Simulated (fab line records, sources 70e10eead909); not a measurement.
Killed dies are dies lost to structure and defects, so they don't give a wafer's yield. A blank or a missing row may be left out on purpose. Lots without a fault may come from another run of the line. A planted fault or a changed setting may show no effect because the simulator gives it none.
Which tool did it? | flow nand_harc | 6 lots, 18 wafers sampled, at 2 steps of a route of 1302

WHAT THE GAUGES READ, wafer by wafer
NHARC_A_SOURCE_PLATE_THK_MEAS_06: measures by ellipsometry.
lot  | measured     | on            | thk_nm (nm)
L298 | day 9 00:33  | film_metro-02 | 197.0 202.6 198.5
L301 | day 10 06:05 | film_metro-02 | 202.4 203.5 201.9
L305 | day 11 14:46 | film_metro-02 | 200.6 200.4 198.5
L310 | day 13 17:47 | film_metro-02 | 201.3 201.1 203.9
L314 | day 16 01:48 | film_metro-02 | 197.9 197.1 197.5
L317 | day 16 20:59 | film_metro-01 | 205.6 202.6 203.9

WHICH TOOL RAN EACH LOT (tool, then ch and the chambers of the sampled wafers, then the start)
lot  | NHARC_A_ZERO_WELL_ETCH_19
L298 | rie_diel-05 ch 0,1,3, day 8 01:20
L301 | rie_diel-11 ch 0,3, day 9 08:04
L305 | rie_diel-11 ch 0,3, day 10 17:32
L310 | rie_diel-05 ch 0,2,3, day 12 18:58
L314 | rie_diel-11 ch 0,1,3, day 15 02:38
L317 | rie_diel-03 ch 0,2,3, day 15 23:06
- NHARC_A_ZERO_WELL_ETCH_19: etches the open film in N2/H2, target depth 80 nm, overetch 24 nm, time 87.88 s.

THE ANSWER, worked out from the rows above alone
Rule: what is usual is taken from the lots themselves. Put in order of their means at a reading, lots are off if they are a third of the lots or fewer, leave a main group of 4 or more, and stand apart from it by a gap of 3 or more times the standard deviation of the main group's means; of several such gaps the widest counts. A main group whose means are all the same, to the digits that the tables above print for the reading, isn't used. A lot without any number at a reading at which 4 lots or more have one is off too. The other lots that the step has rows for count as sound.
No lot is off at any reading shown: from this, nothing can be told.

WHAT THE SIMULATOR HAD PUT IN
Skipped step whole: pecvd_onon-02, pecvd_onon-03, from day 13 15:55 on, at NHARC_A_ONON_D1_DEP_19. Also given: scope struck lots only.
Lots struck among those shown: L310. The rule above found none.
